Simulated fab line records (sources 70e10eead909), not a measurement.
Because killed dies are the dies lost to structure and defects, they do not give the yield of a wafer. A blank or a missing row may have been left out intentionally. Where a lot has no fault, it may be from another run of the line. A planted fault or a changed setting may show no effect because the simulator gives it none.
Which tool is to blame?	flow nand_harc	72 wafers from 24 lots sampled at 5 of the route's 1302 steps

WHAT THE GAUGES SHOWED, per wafer
NHARC_A_CHANNEL_HOLE_D1_CD_MEAS_30.
lot	measured	on	cd_nm (nm)
L074	day 8 20:23	cd_sem-03	92.0 91.0 90.7
L075	day 9 04:23	cd_sem-01	87.6 90.7 89.2
L076	day 9 14:56	cd_sem-03	89.4 89.2 90.4
L077	day 10 00:32	cd_sem-01	90.4 90.0 93.2
L078	day 10 15:38	cd_sem-02	88.6 90.9 89.5
L079	day 10 21:29	cd_sem-02	86.7 87.2 88.1
L080	day 11 09:26	cd_sem-02	91.6 90.5 90.6
L081	day 12 01:03	cd_sem-02	89.4 88.8 90.3
L082	day 12 09:26	cd_sem-03	91.7 89.9 89.9
L083	day 12 16:45	cd_sem-02	92.2 91.1 92.4
L084	day 13 02:16	cd_sem-01	90.5 91.7 89.6
L086	day 13 21:20	cd_sem-03	90.3 91.8 91.5
L085	day 13 22:40	cd_sem-02	89.3 90.4 89.6
L088	day 14 16:38	cd_sem-02	91.0 88.2 91.7
L089	day 14 17:20	cd_sem-02	90.2 91.2 88.7
L087	day 14 20:37	cd_sem-01	89.0 90.0 87.6
L090	day 15 16:13	cd_sem-02	91.2 89.5 89.1
L091	day 16 04:26	cd_sem-02	90.7 90.1 90.7
L092	day 16 12:14	cd_sem-03	89.0 89.5 91.0
L093	day 16 16:50	cd_sem-02	89.8 89.2 91.1
L094	day 17 04:29	cd_sem-02	90.3 91.6 92.7
L095	day 17 17:45	cd_sem-01	89.2 89.7 89.5
L096	day 18 04:53	cd_sem-02	90.5 89.0 90.2
L097	day 18 05:35	cd_sem-01	89.3 89.0 89.8

NHARC_A_ONON_D2_THK_MEAS_21: measures by ellipsometry.
lot	measured	on	thk_nm (nm)
L074	day 12 17:03	film_metro-02	997 997 997
L075	day 13 09:56	film_metro-01	1006 1006 1005
L076	day 13 13:43	film_metro-01	1000 1000 1000
L077	day 13 19:26	film_metro-01	999 999 1000
L078	day 14 18:04	film_metro-02	994 996 996
L079	day 14 22:24	film_metro-02	1005 1004 1004
L080	day 15 13:04	film_metro-01	1006 1006 1007
L081	day 15 20:46	film_metro-01	984 983 985
L082	day 16 19:59	film_metro-01	1001 1002 1004
L083	day 17 07:34	film_metro-02	1006 1004 1005
L084	day 17 07:34	film_metro-01	1006 1007 1007
L086	day 17 19:26	film_metro-02	1016 1016 1016
L085	day 17 19:26	film_metro-01	1005 1006 1005
L088	day 18 22:33	film_metro-02	999 1001 999
L089	day 18 22:34	film_metro-02	990 989 991
L087	day 18 22:33	film_metro-01	999 1000 999
L090	day 19 14:35	film_metro-02	984 986 983
L091	day 20 03:43	film_metro-02	999 998 999
L092	day 20 14:53	film_metro-01	1001 1001 1000
L093	day 20 14:53	film_metro-02	995 995 995
L094	day 21 08:47	film_metro-01	1002 1002 1002
L095	day 21 21:27	film_metro-02	983 984 984
L096	day 22 07:17	film_metro-02	1004 1003 1002
L097	day 22 07:17	film_metro-01	1005 1004 1004

NHARC_A_CHANNEL_HOLE_D2_CD_MEAS_18.
lot	measured	on	cd_nm (nm)
L074	day 13 02:03	cd_sem-03	97.9 102.6 100.0
L075	day 13 19:29	cd_sem-02	97.2 97.8 100.8
L076	day 14 02:50	cd_sem-02	102.8 104.4 98.8
L077	day 14 07:34	cd_sem-03	103.0 102.4 97.7
L078	day 15 01:31	cd_sem-02	98.2 96.1 95.7
L079	day 15 05:49	cd_sem-03	101.2 100.8 101.5
L080	day 15 20:52	cd_sem-03	98.9 99.5 101.6
L081	day 16 03:23	cd_sem-03	96.5 98.5 98.8
L082	day 17 02:43	cd_sem-02	98.2 99.2 96.8
L083	day 17 14:28	cd_sem-02	95.8 98.6 95.8
L084	day 17 14:04	cd_sem-03	98.3 94.5 96.0
L086	day 18 01:56	cd_sem-02	101.1 103.2 100.2
L085	day 18 03:54	cd_sem-01	99.7 101.3 99.1
L088	day 19 09:00	cd_sem-02	104.5 99.1 102.5
L089	day 19 09:35	cd_sem-03	100.3 98.2 100.8
L087	day 19 07:40	cd_sem-02	100.0 99.7 95.6
L090	day 19 20:46	cd_sem-02	98.1 98.2 99.6
L091	day 20 09:58	cd_sem-02	97.5 98.3 98.1
L092	day 20 21:03	cd_sem-02	93.8 97.6 96.4
L093	day 20 21:24	cd_sem-03	99.8 97.9 94.1
L094	day 21 16:07	cd_sem-03	93.1 100.5 96.3
L095	day 22 03:44	cd_sem-01	94.8 97.7 100.2
L096	day 22 16:10	cd_sem-02	98.3 100.4 99.2
L097	day 22 16:19	cd_sem-02	100.0 101.6 101.0

TOOL THAT RAN EACH LOT (tool first, then ch and the chambers of the sampled wafers, then the start)
lot	NHARC_A_CHANNEL_FILL_D1_STRIP_29	NHARC_A_CHANNEL_FILL_D1_CMP_10
L074	rie_diel-07 ch 0,2,3, day 10 18:47 or earlier	cmp-03 ch 0,1, day 10 18:47
L075	rie_diel-10 ch 1,2, day 11 07:57 or earlier	cmp-03 ch 0,2,3, day 11 07:57
L076	rie_diel-11 ch 1,2, day 11 15:21 or earlier	cmp-01 ch 1,3, day 11 15:21
L077	rie_diel-10 ch 0,1,2, day 12 00:31 or earlier	cmp-03 ch 0,2, day 12 00:31
L078	rie_diel-11 ch 0,3, day 12 16:28 or earlier	cmp-03 ch 0,1,2, day 12 16:28
L079	rie_diel-07 ch 0,3, day 12 21:39 or earlier	cmp-03 ch 1,3, day 12 21:39
L080	rie_diel-10 ch 0,2,3, day 13 10:18 or earlier	cmp-04 ch 1,2,3, day 13 10:18
L081	rie_diel-10 ch 0,3, day 14 00:43 or earlier	cmp-03 ch 0,3, day 14 00:43
L082	rie_diel-11 ch 0,1,2, day 14 15:32 or earlier	cmp-01 ch 0,2,3, day 14 15:32
L083	rie_diel-11 ch 0,1,3, day 15 02:33 or earlier	cmp-03 ch 0,1,2, day 15 02:33
L084	rie_diel-11 ch 0,1,2, day 15 11:53 or earlier	cmp-04 ch 1,2,3, day 15 11:53
L086	rie_diel-07 ch 1,2,3, day 15 21:38 or earlier	cmp-04 ch 0,2,3, day 15 21:38
L085	rie_diel-11 ch 0,1,2, day 15 21:37 or earlier	cmp-03 ch 0,2,3, day 15 21:37
L088	rie_diel-10 ch 0,1,2, day 16 17:53 or earlier	cmp-03 ch 0,1, day 16 17:53
L089	rie_diel-11 ch 0,1, day 16 17:52 or earlier	cmp-04 ch 0,1, day 16 17:52
L087	rie_diel-07 ch 2,3, day 16 17:53 or earlier	cmp-01 ch 2,3, day 16 17:53
L090	rie_diel-07 ch 0,1, day 17 10:32	cmp-04 ch 0,1, day 17 16:19
L091	rie_diel-10 ch 1,2, day 18 05:17 or earlier	cmp-04 ch 1,2, day 18 05:17
L092	rie_diel-10 ch 1,2,3, day 18 12:38 or earlier	cmp-03 ch 0,1,3, day 18 12:38
L093	rie_diel-11 ch 0,1, day 18 11:26	cmp-04 ch 1,2, day 18 17:06
L094	rie_diel-10 ch 0,1,3, day 19 04:13 or earlier	cmp-03 ch 0,1,3, day 19 04:13
L095	rie_diel-11 ch 0,3, day 19 19:40 or earlier	cmp-01 ch 0,1,3, day 19 19:40
L096	rie_diel-07 ch 1,2,3, day 20 04:31 or earlier	cmp-01 ch 0,1, day 20 04:31
L097	rie_diel-11 ch 0,2,3, day 20 04:33 or earlier	cmp-04 ch 1,2, day 20 04:33
- NHARC_A_CHANNEL_FILL_D1_STRIP_29: strips in O2, time 20 s.
- NHARC_A_CHANNEL_FILL_D1_CMP_10: polishes, target thk 150 nm.

WHAT THE TOOLS THEMSELVES READ (means of the sampled wafers that have a number; where no wafer has one, the mark that the record gives instead)
NHARC_A_CHANNEL_FILL_D1_STRIP_29.
lot	tool	drypump_motor_current_A (A)	mfc_ar_sccm (sccm)	oes_product_au (a.u.)	rf_vpp_V (V)	showerhead_plenum_p_Torr (Torr)	throttle_valve_pct (%)
L074	rie_diel-07	5.7	0.000	1.008	57.9	3.49	17.043
L075	rie_diel-10	5.8	0.013	1.003	57.6	3.45	17.030
L076	rie_diel-11	5.6	0.005	0.993	57.8	3.52	17.044
L077	rie_diel-10	5.9	0.007	0.993	57.4	3.44	17.037
L078	rie_diel-11	5.0	0.017	1.003	57.9	3.48	17.038
L079	rie_diel-07	5.9	0.000	1.004	57.7	3.41	17.030
L080	rie_diel-10	5.8	0.000	1.007	58.1	3.52	17.037
L081	rie_diel-10	5.6	0.000	0.998	56.9	3.53	17.039
L082	rie_diel-11	5.4	0.011	1.005	57.7	3.50	17.031
L083	rie_diel-11	5.1	0.009	0.994	57.7	3.52	17.038
L084	rie_diel-11	5.4	0.011	1.008	56.9	3.50	17.025
L086	rie_diel-07	5.3	0.012	1.003	57.8	3.40	17.046
L085	rie_diel-11	5.4	0.011	1.003	56.8	3.50	17.035
L088	rie_diel-10	5.9	0.007	0.993	57.5	3.43	17.041
L089	rie_diel-11	5.2	0.017	1.004	57.1	3.48	17.035
L087	rie_diel-07	5.6	0.001	1.005	57.8	3.49	17.032
L090	rie_diel-07	5.1	0.023	0.997	57.3	3.38	17.036
L091	rie_diel-10	5.8	0.013	1.000	56.8	3.44	17.042
L092	rie_diel-10	5.7	0.007	1.001	58.3	3.53	17.046
L093	rie_diel-11	5.2	0.017	1.012	57.6	3.48	17.046
L094	rie_diel-10	5.7	0.007	0.999	57.9	3.44	17.033
L095	rie_diel-11	5.0	0.017	0.989	58.5	3.48	17.037
L096	rie_diel-07	5.3	0.012	0.993	57.3	3.40	17.034
L097	rie_diel-11	5.2	0.011	0.999	58.3	3.50	17.035

NHARC_A_CHANNEL_FILL_D1_CMP_10.
lot	tool	edge_zone_pressure_frac	motor_current_A (A)	slurry_filter_dp_kPa (kPa)	time_to_endpoint_s (s)
L074	cmp-03	1.003	10.8	13.38	15.6
L075	cmp-03	1.000	10.4	13.55	13.3
L076	cmp-01	1.005	12.3	13.33	12.9
L077	cmp-03	0.999	10.9	13.31	17.7
L078	cmp-03	0.998	10.7	13.63	12.8
L079	cmp-03	0.998	11.1	13.39	14.0
L080	cmp-04	1.000	11.3	13.51	14.2
L081	cmp-03	0.998	10.0	13.60	14.0
L082	cmp-01	1.000	11.3	13.49	17.9
L083	cmp-03	0.996	10.7	13.57	11.8
L084	cmp-04	1.001	11.6	13.56	14.4
L086	cmp-04	1.001	10.5	13.50	17.2
L085	cmp-03	1.003	10.5	13.61	14.4
L088	cmp-03	1.001	10.8	13.58	12.5
L089	cmp-04	0.997	11.0	13.37	13.0
L087	cmp-01	1.006	11.8	13.41	15.9
L090	cmp-04	1.000	10.1	13.43	16.7
L091	cmp-04	1.002	10.9	13.54	12.8
L092	cmp-03	0.997	10.6	13.53	11.9
L093	cmp-04	1.004	10.9	13.53	9.7
L094	cmp-03	1.001	10.8	13.48	14.3
L095	cmp-01	1.000	12.0	13.45	12.4
L096	cmp-01	1.002	12.1	13.52	12.1
L097	cmp-04	0.992	10.5	13.43	13.3

THE ANSWER, worked out from the rows above alone
Rule: what is usual is taken from the lots themselves. The widest of any qualifying gaps counts: lots, ordered by their means at a reading, are off when they make up no more than a third of the lots, leave a main group of 4 or more, and stand apart from it by 3 or more times the standard deviation of that group's means. A main group whose means are all the same, to the digits that the tables above print for the reading, isn't used. A lot without any number at a reading at which 4 lots or more have one is off too. The other lots that the step has rows for count as sound. Order of review: gauges by route order, followed by the tools' own readings, for which a lot's mean as printed above is used. At the first step where some lot is off, the reading lying furthest off is the one used; lots without a number count as furthest.
None of the lots is off at any reading shown; this tells nothing.

WHAT WAS PUT IN BY THE SIMULATOR
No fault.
